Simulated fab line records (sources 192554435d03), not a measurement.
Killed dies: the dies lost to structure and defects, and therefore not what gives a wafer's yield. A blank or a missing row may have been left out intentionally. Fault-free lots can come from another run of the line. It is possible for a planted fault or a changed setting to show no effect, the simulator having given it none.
Matching of chambers / flow n5Finfet / N5_BEOL_M11_STRIP_19 on rieDiel-04 has 4 sister chambers
The step strips in O2. 18 wafers are shown with their chamber, then 9 later ones without.

== WAFERS, EACH WITH ITS CHAMBER ==
wafer=L074.3; chamber=1; drypumpMotorCurrentA (A)=4.9; showerheadPlenumPTorr (Torr)=2.21; throttleValvePct (%)=16.64
wafer=L074.4; chamber=0; drypumpMotorCurrentA (A)=5.6; showerheadPlenumPTorr (Torr)=2.09; throttleValvePct (%)=16.72
wafer=L074.6; chamber=1; drypumpMotorCurrentA (A)=4.9; showerheadPlenumPTorr (Torr)=2.21; throttleValvePct (%)=16.66
wafer=L076.1; chamber=3; drypumpMotorCurrentA (A)=5.2; showerheadPlenumPTorr (Torr)=2.18; throttleValvePct (%)=16.89
wafer=L076.4; chamber=0; drypumpMotorCurrentA (A)=5.7; showerheadPlenumPTorr (Torr)=2.09; throttleValvePct (%)=16.73
wafer=L076.6; chamber=2; drypumpMotorCurrentA (A)=5.3; showerheadPlenumPTorr (Torr)=2.04; throttleValvePct (%)=16.31
wafer=L078.1; chamber=1; drypumpMotorCurrentA (A)=4.9; showerheadPlenumPTorr (Torr)=2.21; throttleValvePct (%)=16.69
wafer=L078.4; chamber=3; drypumpMotorCurrentA (A)=5.2; showerheadPlenumPTorr (Torr)=2.17; throttleValvePct (%)=16.89
wafer=L078.6; chamber=2; drypumpMotorCurrentA (A)=5.3; showerheadPlenumPTorr (Torr)=2.04; throttleValvePct (%)=16.30
wafer=L080.1; chamber=2; drypumpMotorCurrentA (A)=5.3; showerheadPlenumPTorr (Torr)=2.04; throttleValvePct (%)=16.30
wafer=L080.3; chamber=0; drypumpMotorCurrentA (A)=5.6; showerheadPlenumPTorr (Torr)=2.08; throttleValvePct (%)=16.74
wafer=L080.4; chamber=3; drypumpMotorCurrentA (A)=5.2; showerheadPlenumPTorr (Torr)=2.17; throttleValvePct (%)=16.90
wafer=L084.3; chamber=2; drypumpMotorCurrentA (A)=5.3; showerheadPlenumPTorr (Torr)=2.04; throttleValvePct (%)=16.33
wafer=L084.5; chamber=1; drypumpMotorCurrentA (A)=4.9; showerheadPlenumPTorr (Torr)=2.20; throttleValvePct (%)=16.70
wafer=L084.6; chamber=2; drypumpMotorCurrentA (A)=5.3; showerheadPlenumPTorr (Torr)=2.04; throttleValvePct (%)=16.33
wafer=L087.3; chamber=1; drypumpMotorCurrentA (A)=4.9; showerheadPlenumPTorr (Torr)=2.20; throttleValvePct (%)=16.68
wafer=L087.4; chamber=2; drypumpMotorCurrentA (A)=5.3; showerheadPlenumPTorr (Torr)=2.04; throttleValvePct (%)=16.35
wafer=L087.6; chamber=2; drypumpMotorCurrentA (A)=5.3; showerheadPlenumPTorr (Torr)=2.04; throttleValvePct (%)=16.35

SIGNATURES, as means of the wafers listed above
reading=drypumpMotorCurrentA; chamber 0=5.633; chamber 1=4.900; chamber 2=5.300; chamber 3=5.200; scatter within a chamber=0.0218
reading=showerheadPlenumPTorr; chamber 0=2.0867; chamber 1=2.2060; chamber 2=2.0400; chamber 3=2.1733; scatter within a chamber=0.00425
reading=throttleValvePct; chamber 0=16.7300; chamber 1=16.6740; chamber 2=16.3243; chamber 3=16.8933; scatter within a chamber=0.0196
Rule: for a wafer and a chamber, the distance is found by dividing, reading by reading, the gap between the wafer's reading and the chamber's mean by the reading's scatter, squaring, summing and taking the root. If the next closest chamber is less than 2 further off than the closest, the wafer can't be placed; otherwise it belongs to the closest. How the scatter is found: for the shown wafers, subtract from each reading the mean of its chamber, square and add these, divide the total by (wafers less chambers), then take the root.

== WAFERS WITH NO CHAMBER GIVEN ==
wafer=L091.1; drypumpMotorCurrentA (A)=5.7; showerheadPlenumPTorr (Torr)=2.08; throttleValvePct (%)=16.79
wafer=L091.2; drypumpMotorCurrentA (A)=4.9; showerheadPlenumPTorr (Torr)=2.20; throttleValvePct (%)=16.73
wafer=L091.3; drypumpMotorCurrentA (A)=5.3; showerheadPlenumPTorr (Torr)=2.03; throttleValvePct (%)=16.37
wafer=L090.1; drypumpMotorCurrentA (A)=5.2; showerheadPlenumPTorr (Torr)=2.16; throttleValvePct (%)=16.97
wafer=L090.3; drypumpMotorCurrentA (A)=5.3; showerheadPlenumPTorr (Torr)=2.03; throttleValvePct (%)=16.36
wafer=L090.6; drypumpMotorCurrentA (A)=5.3; showerheadPlenumPTorr (Torr)=2.03; throttleValvePct (%)=16.36
wafer=L093.1; drypumpMotorCurrentA (A)=4.9; showerheadPlenumPTorr (Torr)=2.20; throttleValvePct (%)=16.74
wafer=L093.2; drypumpMotorCurrentA (A)=5.6; showerheadPlenumPTorr (Torr)=2.08; throttleValvePct (%)=16.79
wafer=L093.4; drypumpMotorCurrentA (A)=5.3; showerheadPlenumPTorr (Torr)=2.03; throttleValvePct (%)=16.36

== EACH ONE'S CHAMBER ==
wafer=L091.1; from the rows above=0; in truth=0
wafer=L091.2; from the rows above=1; in truth=1
wafer=L091.3; from the rows above=2; in truth=2
wafer=L090.1; from the rows above=3; in truth=3
wafer=L090.3; from the rows above=2; in truth=2
wafer=L090.6; from the rows above=2; in truth=2
wafer=L093.1; from the rows above=1; in truth=1
wafer=L093.2; from the rows above=0; in truth=0
wafer=L093.4; from the rows above=2; in truth=2
Correctly placed: 9 of 9. Left unplaced by these rows: 0. Wrongly placed: 0.
